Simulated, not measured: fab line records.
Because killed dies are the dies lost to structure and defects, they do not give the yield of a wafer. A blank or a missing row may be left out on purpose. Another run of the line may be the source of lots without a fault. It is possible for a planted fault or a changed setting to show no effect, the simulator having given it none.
Lot-split experiment :: flow n5_finfet :: on a route of 1938 steps: 7 lots, 21 wafers read

THE SPLIT
At N5_SD_EPI_N_ETCH_45 (etches SiOCN in CH3F/O2, target depth 6 nm), the setting target_depth_a was moved away from the recipe's 60 angstrom on 9 of the 21 wafers read, by -6.6% to +8.4%. All remaining wafers had this setting at the recipe value.

The reading comes from the split's own step.

THE READING
etch.depth_nm (the simulator's own value, which no gauge read), in nm, at N5_SD_EPI_N_ETCH_45 (etches SiOCN in CH3F/O2, target depth 6 nm). No usual value for it is given in the file. Across the 12 wafers here that went through the recipe, the average is 6.008 nm and the standard deviation 0.069 nm.

wafer: L074.3
tool, chamber at the split: rie_diel-03, 1
target_depth_a as run, angstrom: 57.57
against the recipe: -4.0%
etch.depth_nm, nm: 5.863
against lot-mates on the recipe: -0.081

wafer: L074.4
tool, chamber at the split: rie_diel-03, 2
target_depth_a as run, angstrom: 60
against the recipe: recipe
etch.depth_nm, nm: 5.944
against lot-mates on the recipe: -

wafer: L074.6
tool, chamber at the split: rie_diel-03, 3
target_depth_a as run, angstrom: 57.57
against the recipe: -4.0%
etch.depth_nm, nm: 5.744
against lot-mates on the recipe: -0.200

wafer: L075.2
tool, chamber at the split: rie_diel-04, 3
target_depth_a as run, angstrom: 65.03
against the recipe: +8.4%
etch.depth_nm, nm: 6.377
against lot-mates on the recipe: +0.476

wafer: L075.3
tool, chamber at the split: rie_diel-04, 1
target_depth_a as run, angstrom: 60
against the recipe: recipe
etch.depth_nm, nm: 5.965
against lot-mates on the recipe: -

wafer: L075.5
tool, chamber at the split: rie_diel-04, 3
target_depth_a as run, angstrom: 60
against the recipe: recipe
etch.depth_nm, nm: 5.837
against lot-mates on the recipe: -

wafer: L083.2
tool, chamber at the split: rie_diel-01, 1
target_depth_a as run, angstrom: 56.05
against the recipe: -6.6%
etch.depth_nm, nm: 5.732
against lot-mates on the recipe: -0.364

wafer: L083.3
tool, chamber at the split: rie_diel-01, 2
target_depth_a as run, angstrom: 60
against the recipe: recipe
etch.depth_nm, nm: 6.096
against lot-mates on the recipe: -

wafer: L083.4
tool, chamber at the split: rie_diel-01, 3
target_depth_a as run, angstrom: 56.05
against the recipe: -6.6%
etch.depth_nm, nm: 5.727
against lot-mates on the recipe: -0.369

wafer: L088.2
tool, chamber at the split: rie_diel-04, 0
target_depth_a as run, angstrom: 60
against the recipe: recipe
etch.depth_nm, nm: 6.054
against lot-mates on the recipe: -

wafer: L088.3
tool, chamber at the split: rie_diel-04, 2
target_depth_a as run, angstrom: 60
against the recipe: recipe
etch.depth_nm, nm: 6.043
against lot-mates on the recipe: -

wafer: L088.5
tool, chamber at the split: rie_diel-04, 0
target_depth_a as run, angstrom: 60
against the recipe: recipe
etch.depth_nm, nm: 6.018
against lot-mates on the recipe: -

wafer: L091.3
tool, chamber at the split: rie_diel-03, 0
target_depth_a as run, angstrom: 63.71
against the recipe: +6.2%
etch.depth_nm, nm: 6.336
against lot-mates on the recipe: +0.276

wafer: L091.4
tool, chamber at the split: rie_diel-03, 1
target_depth_a as run, angstrom: 60
against the recipe: recipe
etch.depth_nm, nm: 6.112
against lot-mates on the recipe: -

wafer: L091.5
tool, chamber at the split: rie_diel-03, 0
target_depth_a as run, angstrom: 60
against the recipe: recipe
etch.depth_nm, nm: 6.009
against lot-mates on the recipe: -

wafer: L096.1
tool, chamber at the split: rie_diel-04, 2
target_depth_a as run, angstrom: 62.52
against the recipe: +4.2%
etch.depth_nm, nm: 6.253
against lot-mates on the recipe: +0.242

wafer: L096.2
tool, chamber at the split: rie_diel-04, 1
target_depth_a as run, angstrom: 60
against the recipe: recipe
etch.depth_nm, nm: 6.006
against lot-mates on the recipe: -

wafer: L096.3
tool, chamber at the split: rie_diel-04, 0
target_depth_a as run, angstrom: 60
against the recipe: recipe
etch.depth_nm, nm: 6.017
against lot-mates on the recipe: -

wafer: L097.2
tool, chamber at the split: rie_diel-03, 1
target_depth_a as run, angstrom: 56.14
against the recipe: -6.4%
etch.depth_nm, nm: 5.639
against lot-mates on the recipe: -0.360

wafer: L097.3
tool, chamber at the split: rie_diel-03, 0
target_depth_a as run, angstrom: 60
against the recipe: recipe
etch.depth_nm, nm: 5.999
against lot-mates on the recipe: -

wafer: L097.4
tool, chamber at the split: rie_diel-03, 1
target_depth_a as run, angstrom: 56.14
against the recipe: -6.4%
etch.depth_nm, nm: 5.688
against lot-mates on the recipe: -0.311

THE FIT
A straight line over all 21 wafers: etch.depth_nm changes by +0.0485 nm for each +1% of target_depth_a; r = +0.95; the points scatter about the line by 0.063 nm.
The same after taking each lot's own level away (the mean of its wafers on the recipe; 21 wafers): +0.052 nm for each +1%; r = +0.98; scatter 0.044 nm.
Per that fit: largest target_depth_a move, reading shift of 0.44 nm.
The span of the lots' own levels, 5.9010 to 6.0960 nm, comes to 2.8 times the standard deviation stated above.
So the lot-to-lot level changes the slope little: the two slopes agree.
Check: with one of the wafers moved furthest among these (+8.4%) left out of the fit, the line predicts +0.425 nm for it against its lot-mates. Against them it came out at +0.476 nm.

OTHER SPLITS ON THESE WAFERS
Note: prior to the reading, these wafers also went through further splits. Each is held against what the fit with the lots' levels taken away leaves over:
other split on the same wafers: N5_DUMMY_GATE_EXPOSE_12 dose_mj
wafers away from the commonest value: 3
r with etch.depth_nm (lot level and that fit taken away): -0.72

THE FILE'S OWN FIT
etch.depth_nm changes by +0.0521 nm for each +1% of target_depth_a, r = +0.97.
